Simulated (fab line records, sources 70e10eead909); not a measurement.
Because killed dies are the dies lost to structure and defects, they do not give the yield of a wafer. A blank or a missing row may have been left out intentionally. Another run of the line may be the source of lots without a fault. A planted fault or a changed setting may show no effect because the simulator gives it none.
Problem report, 8D (eight disciplines) form, completed by code + flow nandHarc + the parts of the form that need people (team, actions taken, sign-off) are left out

== 1. THE PROBLEM ==
runLengthS at NHARC_A_DECK1_JOINT_ETCHBACK_07 reads a mean of 32.5 s on 2 wafers of 2 lots; wafers without a fault read 48.3 s with a standard deviation of 0.45. That puts it -35 standard deviations away from the usual mean.
The step: etches the open film in HBr, target depth 105 nm, time 26.9 s.
Earliest sighting: wafer L818.4 on rieSi-02 at day 15 09:33. At this step, 36 wafers from 12 lots have a number in the record. By rule, "out" or "out of limits" means more than 4 standard deviations away from the usual mean. All remaining wafers that have a number are taken as sound.

== 2. WHAT IT IS, WHAT IT ISN'T ==
| question                    | is                | is not                                                                                                   |
|-----------------------------|-------------------|----------------------------------------------------------------------------------------------------------|
| which readings at this step | runLengthS        | drypumpMotorCurrentA, oesProductAu, throttleValvePct                                                     |
| which lots                  | L818, L821        | L808, L810, L811, L816, L823, L825, L827, L828, L829, L830                                               |
| which wafers of those lots  | L818.4, L821.5    | L818.5, L818.6, L821.3, L821.6                                                                           |
| read on which tools         | rieSi-02          | rieSi-03, rieSi-05                                                                                       |
| when                        | from day 15 09:33 | up to then (14 sound wafers); but 20 sound wafers of L821, L823, L825, L827, L828, L829, L830 came after |

== 3. SUSPECTS, AND WHAT RULES EACH OUT ==
Counting: any tool at a process step up to the reading remains a suspect provided it ran every lot that is out. Sound lots after the first of them don't rule it out here, since some wafers of a struck lot are sound.
- aldSinBatch-02 at NHARC_A_CHANNEL_FILL_D1_ALD_15 (deposits SiNx, target thk 2 nm, pulse time 60 s, ald cycles 19): kept. Every lot that is out went through it, the first being L818 (day 14 23:04); the last sound lot it ran before that was L811 (day 11 12:45). Because NHARC_A_CHANNEL_FILL_D1_ALD_15 lacks a start for some lots, the hours and order of its lots are taken from NHARC_A_CHANNEL_FILL_D1_ALD_25.
- rieSi-02 at NHARC_A_DECK1_JOINT_ETCHBACK_07 (etches the open film in HBr, target depth 105 nm, time 26.9 s): kept. Every lot that is out went through it, the first being L818 (day 15 09:33); the last sound lot it ran before that was L816 (day 14 09:40). Its own readings are out on those wafers: runLengthS.
- rieSi-02, NHARC_A_DECK1_JOINT_ETCHBACK_07: wafers that are out in chamber 0, sound lot-mates in chambers 2, 3.
Left after counting: aldSinBatch-02 at NHARC_A_CHANNEL_FILL_D1_ALD_15, rieSi-02 at NHARC_A_DECK1_JOINT_ETCHBACK_07.

== 4. THE CAUSE (what the simulator had put in) ==
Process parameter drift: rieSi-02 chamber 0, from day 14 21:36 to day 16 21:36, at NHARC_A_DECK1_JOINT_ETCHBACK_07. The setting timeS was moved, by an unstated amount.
2 suspects survive the count, and this tool is in that group.

== 5. THE CHAIN OF EFFECTS, in route order ==
One row per reading whose mean, taken over the struck wafers that have a number, lies over 3 standard deviations from the usual. Readings are gone through only where the record gives a usual standard deviation; hours: the median, over the lots, of the time from a lot's start at the first step in this table giving one to that lot's start at this step; sigmas: the change measured in usual standard deviations.
| hours | step                            | reading    | usual  | on struck wafers | change | sigmas |
|-------|---------------------------------|------------|--------|------------------|--------|--------|
| 0     | NHARC_A_DECK1_JOINT_ETCHBACK_07 | runLengthS | 48.3 s | 32.5             | -15.8  | -35    |
Process steps it contains:
- NHARC_A_DECK1_JOINT_ETCHBACK_07: etches the open film in HBr, target depth 105 nm, time 26.9 s.

== 6. WHAT WOULD HAVE CAUGHT IT SOONER ==
In this record no reading fell out of limits until day 15 09:33, 12 hours after the fault had begun at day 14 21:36.
